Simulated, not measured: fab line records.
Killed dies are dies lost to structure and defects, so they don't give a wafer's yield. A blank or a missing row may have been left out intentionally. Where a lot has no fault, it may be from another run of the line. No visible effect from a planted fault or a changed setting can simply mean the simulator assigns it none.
Struck lot and sound lot, side by side -- flow n5-finfet -- 39 out of 1938 route steps
Sound: these wafers, L570.2, L570.3, L570.5. Struck: wafer L558.2 (left out: L558.3, L558.5 of the same lot, which were not struck); the cause appears at the end.
Order at every step that has rows: each side's tool, ch and its chambers, its first start. Under that, the readings that differ: sound wafers -- struck wafers -- difference of the means -- sigmas: that difference in standard deviations of wafers without a fault.
alike: same words and numbers on both sides, and readings whose means sit less than 2 such deviations apart. not compared: any withheld reading, any reading some wafer has no value for, any bound like >300 that may hide the same value, and any number with overlapping values for which the record gives no deviation.
The two part at a step that has a row with sigmas, a row that says differs or no value, or rows on one side only. When numbers do not overlap yet have no deviation, they are printed without sigmas and do not part them. A reading that every wafer of one side lacks parts them only if that side has two wafers or more.

first, 9 steps without rows for these wafers: N5_BEOL_M4_ANNEAL_95 (time 240 s); N5_BEOL_M4_SPUTTER_96 (material Cu, target thk 4.5 nm, time 8.29 s); N5_BEOL_M4_ECD_50 (material Cu, target thk 300 nm); N5_BEOL_M4_ANNEAL_51 (time 90 s); N5_BEOL_M4_CMP_52 (polishes, stops on SiOC, t overpolish 6.8 s, target thk 40 nm); N5_BEOL_M4_PRE_CLEAN_60 (time 15 s); N5_BEOL_M4_CO_CAP_55 (material Co, precursor CCTBA/H2, target thk 2 nm, time 102.1 s); N5_BEOL_M4_PRE_CLEAN_56 (time 15 s); N5_BEOL_M4_DEP_57 (deposits SiCN from 3MS/NH3, target thk 8 nm, time 14 s).
N5_BEOL_M4_RC_MEAS_101:
  sound on prober-01 ch 0, day 14 08:38; struck on prober-01 ch 0, day 11 17:55
reading,sound,struck,difference,sigmas
ION_N (uA/um),686 687 691,668,-20,-2
  alike: DIBL_N, DIBL_P, IOFF_N, IOFF_P, ION_P, SS_N, SS_P, VT_N, VT_P
then, 16 steps without rows for these wafers: N5_BEOL_M5_ILD_DEP_00 (deposits SiCOH lowk from DEMS/porogen, target thk 140.64 nm, time 25.9 s); N5_BEOL_M5_CURE_79 (cures SiCOH lowk, time 240 s); N5_BEOL_M5_PECVD_70 (deposits SiO2 from TEOS/O2, target thk 16 nm, time 18 s); N5_BEOL_M5_HM_DEP_02 (deposits TiN, target thk 20 nm); N5_BEOL_M5_COAT_59 (time 60 s, resist thk 60 nm); N5_BEOL_M5_COAT_60 (time 60 s, resist thk 12 nm); N5_BEOL_M5_COAT_71 (time 60 s, resist thk 5 nm); N5_BEOL_M5_COAT_05 (resist thk 30 nm); N5_BEOL_M5_EBR_07; N5_BEOL_M5_SOFTBAKE_06 (time 60 s); N5_BEOL_M5_EXPOSE_08 (exposes mask M5, target cd 28 nm); N5_BEOL_M5_PEB_09 (peb time 60 s); N5_BEOL_M5_DEVELOP_10 (develop time 30 s); N5_BEOL_M5_DESCUM_16 (chemistry O2, time 7 s); N5_BEOL_M5_ETCH_72 (etches underlayer in N2/H2, target depth 6.5 nm, time 5.2 s); N5_BEOL_M5_ETCH_61 (etches SiARC in CF4, target depth 15.6 nm, time 26 s).
N5_BEOL_M5_ETCH_62: etches SOC in N2/H2, target depth 75 nm, overetch 15 nm, time 112.5 s.
  sound on rie-diel-05 ch 0,2,3, day 14 11:01; struck on rie-diel-05 ch 0, day 11 21:32
reading,sound,struck,difference,sigmas
model.etch.depth-nm (nm),60.15 60.4 60.34,45.73,-14.57,
model.SiARC_of_BEOL_M5_COAT_60.thk-nm (nm),6.8 6.8 6.8,9.4,+2.6,
model.BEOL_M5.cd-nm (nm),28.2 28.2 28,27.4,-0.7,
  alike: drypump-motor-current-A, oes-product-au, rf-vpp-V, showerhead-plenum-p-Torr, throttle-valve-pct
  not compared: rf-hours-counter-h
then, 3 steps without rows for these wafers: N5_BEOL_M5_STRIP_63 (strips in N2/H2); N5_BEOL_M5_STRIP_73 (strips in N2/H2); N5_BEOL_M5_STRIP_64 (strips in CF4).
N5_BEOL_M5_HM_OPEN_17: chemistry Cl2/BCl3, target TiN, target depth 20 nm, overetch 6 nm.
  sound on rie-metal-01 ch 0, day 14 11:11; struck on rie-metal-02 ch 0, day 11 21:41
reading,sound,struck,difference,sigmas
drypump-motor-current-A (A),6.1 6.1 6.1,5.3,-0.8,-2
oes-product-au (a.u.),0.72 0.71 0.72,0.28,-0.44,-5
throttle-valve-pct (%),22.01 22.03 22.03,23.07,+1.05,+7
  alike: bcl3-flow-sccm
  not compared: rf-hours-counter-h
then, 1 step without rows for these wafers: N5_BEOL_M5_STRIP_19 (strips in O2).
N5_BEOL_M5_CD_MEAS_18: pitch 56 nm, target cd 28 nm.
  struck on cd-sem-03, day 11 21:53; sound on cd-sem-01, day 14 11:22
  not compared: cd-nm
then, 2 steps without rows for these wafers: N5_BEOL_M5_COAT_65 (time 60 s, resist thk 60 nm); N5_BEOL_M5_COAT_66 (time 60 s, resist thk 12 nm).
N5_BEOL_M5_VIA_ETCH_34: etches SiCOH lowk in C4F6/O2, target depth 88.3 nm, time 39.2 s.
  sound on rie-diel-05 ch 0,1,3, day 14 12:48; struck on rie-diel-06 ch 2, day 12 01:06
reading,sound,struck,difference,sigmas
oes-product-au (a.u.),0.71 0.86 0.82,0.26,-0.54,-6
  alike: drypump-motor-current-A, rf-vpp-V, showerhead-plenum-p-Torr, throttle-valve-pct
  not compared: rf-hours-counter-h
N5_BEOL_M5_ETCH_41: etches SiCN in CH3F/O2, target depth 31.5 nm, time 56.7 s.
  sound on rie-diel-05 ch 0,1,3; struck on rie-diel-06 ch 2
reading,sound,struck,difference,sigmas
model.BEOL_M5.cd-nm (nm),28.2 28 28,27.4,-0.7,
  alike: drypump-motor-current-A, oes-product-au, rf-vpp-V, showerhead-plenum-p-Torr, throttle-valve-pct
  not compared: rf-hours-counter-h
N5_BEOL_M5_OCD_MEAS_38:
  struck on ocd-02, day 12 01:20; sound on ocd-02, day 14 13:02
  not compared: trench-depth-nm
-- a jump in the record: the struck wafers' starts before and after are 4 days apart (it breaks off in module BEOL_M5 and resumes in module PASSIVATION, where the first step shown is number 1936 of the route) --
N5_PASSIVATION_PROBE_49:
  rows exist in the record for the struck wafers here (prober-01, day 16 07:05), but not for the sound ones

== WHERE THEY PART ==
Last at N5_PASSIVATION_PROBE_49 as far as this record goes, first at N5_BEOL_M4_RC_MEAS_101.

WHY: whatever the simulator had introduced
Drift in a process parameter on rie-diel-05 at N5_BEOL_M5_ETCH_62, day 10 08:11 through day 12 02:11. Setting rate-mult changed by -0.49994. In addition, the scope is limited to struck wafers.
